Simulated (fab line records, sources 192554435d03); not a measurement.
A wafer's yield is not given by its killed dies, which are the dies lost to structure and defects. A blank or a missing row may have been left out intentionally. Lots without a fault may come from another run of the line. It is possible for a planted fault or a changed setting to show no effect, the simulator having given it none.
Struck lot and sound lot, side by side	flow n5_finfet	14 steps out of a route of 1938
Sound: the wafers L299.2, L299.4, L299.6. Struck: wafer L290.1. (L290.2, L290.4 of the same lot were not struck and are left out.) The cause comes at the end.
Each step with rows lists, per side, the tool, then ch with its chambers, then its first start. Under that, the readings that differ: sound wafers	struck wafers	difference of the means	sigmas: that difference in standard deviations of wafers without a fault.
alike: words and numbers the same on both sides, and readings whose means are apart by under 2 such deviations; not compared: readings that were withheld, readings missing a value for some wafer, numbers with overlapping values and no deviation given by the record, and bounds like >300 which may hide the same value.
Wherever a step has rows on one side only, a row that says differs or no value, or a row with sigmas, the two part there. Non-overlapping numbers with no deviation appear without sigmas and do not part them. A reading missing from all wafers of one side parts the sides only when that side holds two or more wafers.

first, 10 steps without rows for these wafers: N5_FIN_CUT_DESCUM_13 (chemistry O2, time 7 s); N5_FIN_CUT_ETCH_30 (etches underlayer in N2/H2, target depth 13 nm, time 10.4 s); N5_FIN_CUT_ETCH_20 (etches SiARC in CF4, target depth 26 nm, time 43.3 s); N5_FIN_CUT_ETCH_21 (etches SOC in N2/H2, target depth 219 nm, overetch 43.8 nm, time 523.5 s); N5_FIN_CUT_STRIP_23 (strips in N2/H2); N5_FIN_CUT_STRIP_31 (strips in N2/H2); N5_FIN_CUT_STRIP_24 (strips in CF4); N5_FIN_CUT_CUT_ETCH_26 (etches SiNx in CH3F/O2, target depth 39 nm, time 55.7 s); N5_FIN_CUT_CUT_ETCH_27 (etches SiO2 in CHF3/O2, target depth 4 nm, overetch 2 nm, time 4.9 s); N5_FIN_CUT_PRECLEAN_35 (cleans in vHF, time 13.3 s).
N5_FIN_CUT_CUT_ETCH_15: etches Si in HBr/Cl2/O2, target depth 100 nm, bt time 10 s, time 42.4 s.
  sound on rie_si-05 ch 1,3, day 7 21:43; struck on rie_si-01 ch 1, day 5 18:09
reading	sound	struck	difference	sigmas
oes_product_au (a.u.)	0.980 1.027 0.982	1.061	+0.065	+4
model.FIN_CUT.feature_depth_nm (nm)	99.6 101.8 99.8	138.8	+38.4	
model.etch.depth_nm (nm)	99.59 101.9 99.77	138.7	+38.3	
model.SOC_of_FIN_CUT_COAT_18.thk_nm (nm)	170.2 169 170.2	155	-15	
  alike: chamber_pressure_mTorr, drypump_motor_current_A, throttle_valve_pct
  not compared: rf_hours_counter_h
N5_FIN_CUT_CUT_ETCH_28: etches Si in HBr/Cl2/O2, target depth 6 nm, time 2.4 s.
  sound on rie_si-05 ch 1,3, day 7 21:47; struck on rie_si-01 ch 1, day 5 18:13
reading	sound	struck	difference	sigmas
model.SOC_of_FIN_CUT_COAT_18.thk_nm (nm)	168.4 167.2 168.4	153.4	-14.6	
  alike: chamber_pressure_mTorr, drypump_motor_current_A, oes_product_au, throttle_valve_pct
  not compared: rf_hours_counter_h
then, 1 step without rows for these wafers: N5_FIN_CUT_STRIP_22 (strips in N2/H2).
-- record jumps: 6 days separate the struck wafers' starts on either side; left off in module FIN_CUT, taken up again in module BEOL_M4, whose first shown step is the route's number 1111 --
N5_BEOL_M4_RC_MEAS_101:
  sound on prober-01 ch 0, day 14 09:36; struck on prober-02 ch 0, day 11 09:07
reading	sound	struck	difference	sigmas
IOFF_P (nA/um)	0.27 0.21 0.23	0.16	-0.08	-2
VT_P (mV)	-244 -250 -248	-255	-8	-2
  alike: DIBL_N, DIBL_P, IOFF_N, ION_N, ION_P, SS_N, SS_P, VT_N

WHERE THEY PART
Earliest at N5_FIN_CUT_CUT_ETCH_15; latest, in this record, at N5_BEOL_M4_RC_MEAS_101.

WHY: the cause the simulator had injected
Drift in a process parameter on rie_si-01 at N5_FIN_CUT_CUT_ETCH_15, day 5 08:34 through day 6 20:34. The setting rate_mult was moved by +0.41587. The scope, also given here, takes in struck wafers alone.
